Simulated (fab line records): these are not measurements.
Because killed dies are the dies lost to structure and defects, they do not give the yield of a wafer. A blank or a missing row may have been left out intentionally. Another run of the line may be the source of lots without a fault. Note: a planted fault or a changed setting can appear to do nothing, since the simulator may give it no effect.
3 desks looking at one fault / flow nand harc / every desk sees just its own numbers, and what lay behind them comes last

== THE DEFECT DESK ==
Lot by lot, what the route's inspections counted, given as the mean of those sampled wafers with a number. Marked OUT: a lot whose mean sits more than 4 standard deviations from the usual mean, which makes it out of limits; the brackets give that distance.
Columns: A = raw defect count at NHARC_A_DECK1_JOINT_INSPECT_05, usual 323
lot=L888; first seen here=day 12 00:07; A=325
lot=L893; first seen here=day 14 19:53; A=300
lot=L895; first seen here=day 16 03:21; A=394
lot=L897; first seen here=day 16 08:53; A=438
lot=L898; first seen here=day 17 01:19; A=322
lot=L899; first seen here=day 17 01:20; A=263
lot=L900; first seen here=day 17 10:10; A=452
lot=L906; first seen here=day 20 05:55; A=173
lot=L908; first seen here=day 20 11:16; A=297
lot=L909; first seen here=day 21 12:10; A=266
lot=L910; first seen here=day 21 19:48; A=239
This desk's finding: nothing out of limits on any of the 11 lots.

== THE METROLOGY DESK ==
What the gauges read, lot by lot, whatever tool the lot ran on: means of the sampled wafers that have a number. Marked OUT: a lot whose mean sits more than 4 standard deviations from the usual mean, which makes it out of limits; the brackets give that distance.
Columns: A = cd nm at NHARC_A_CHANNEL_HOLE_D2_CD_MEAS_10, usual 100.3 nm; B = cd nm at NHARC_A_CHANNEL_HOLE_D2_CD_MEAS_18, usual 99.9 nm; C = cd nm at NHARC_A_CHANNEL_HOLE_D2_CD_MEAS_31, usual 89.4 nm
lot=L888; first seen here=day 12 16:22; A=100.9; B=99.2; C=90.5
lot=L893; first seen here=day 15 13:32; A=100.9; B=101.3; C=89.6
lot=L895; first seen here=day 17 02:18; A=100.1; B=98.5; C=88.8
lot=L897; first seen here=day 17 04:27; A=100.7; B=99.7; C=88.9
lot=L899; first seen here=day 17 18:25; A=96.6 (-5.0) OUT; B=95.7; C=85.0
lot=L898; first seen here=day 17 20:09; A=95.4 (-6.6) OUT; B=99.5; C=85.3
lot=L900; first seen here=day 18 02:57; A=95.8 (-6.1) OUT; B=96.7; C=84.6
lot=L906; first seen here=day 20 22:34; A=99.7; B=98.0; C=88.9
lot=L908; first seen here=day 21 06:28; A=100.7; B=103.6; C=89.5
lot=L909; first seen here=day 22 10:05; A=100.4; B=102.8; C=89.5
lot=L910; first seen here=day 22 16:13; A=100.7; B=101.5; C=90.9
This desk's finding: out of limits on L898, L899, L900; first on L899, day 17 18:25 (cd nm at NHARC_A_CHANNEL_HOLE_D2_CD_MEAS_10). In limits: L888, L893, L895, L897, L906, L908, L909, L910.

== DESK OF THE TOOL OWNER: litho track-01 ==
The tool's own readings at NHARC_A_CHANNEL_HOLE_D2_PEB_08 (peb time 65 s): means of the sampled wafers that have a number, for each lot that ran on this tool. Marked OUT: a lot whose mean sits more than 4 standard deviations from the usual mean, which makes it out of limits; the brackets give that distance.
Columns: A = heater power total W at NHARC_A_CHANNEL_HOLE_D2_PEB_08, usual 156.6 W
lot=L895; first seen here=day 17 02:13; A=156.3
lot=L899; first seen here=day 17 18:20; A=165.1 (+21) OUT
lot=L898; first seen here=day 17 20:04; A=169.2 (+31) OUT
lot=L900; first seen here=day 18 02:52; A=169.6 (+32) OUT
lot=L906; first seen here=day 20 22:29; A=156.7
This desk's finding: out of limits on L898, L899, L900; first on L899, day 17 18:20 (heater power total W at NHARC_A_CHANNEL_HOLE_D2_PEB_08). In limits: L895, L906.

== TAKEN TOGETHER ==
An alarm could have come from the tool owner's desk at day 17 18:20, on L898, L899, L900.
Metrology desk: alarm possible at day 17 18:25 on L898, L899, L900.
The defect desk saw nothing out of limits.
The defect desk has L898, L899, L900 on record, within its limits.
On litho track-01, each named lot ran NHARC_A_CHANNEL_HOLE_D2_PEB_08.

== WHAT THE SIMULATOR HAD INSERTED ==
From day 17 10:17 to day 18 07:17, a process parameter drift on litho track-01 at NHARC_A_CHANNEL_HOLE_D2_PEB_08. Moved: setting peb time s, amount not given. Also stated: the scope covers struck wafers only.
Shown lots that were struck: L898, L899, L900.
Hours from the fault's start to each desk's first reading out of limits: the tool owner's desk, 8; the metrology desk, 8.
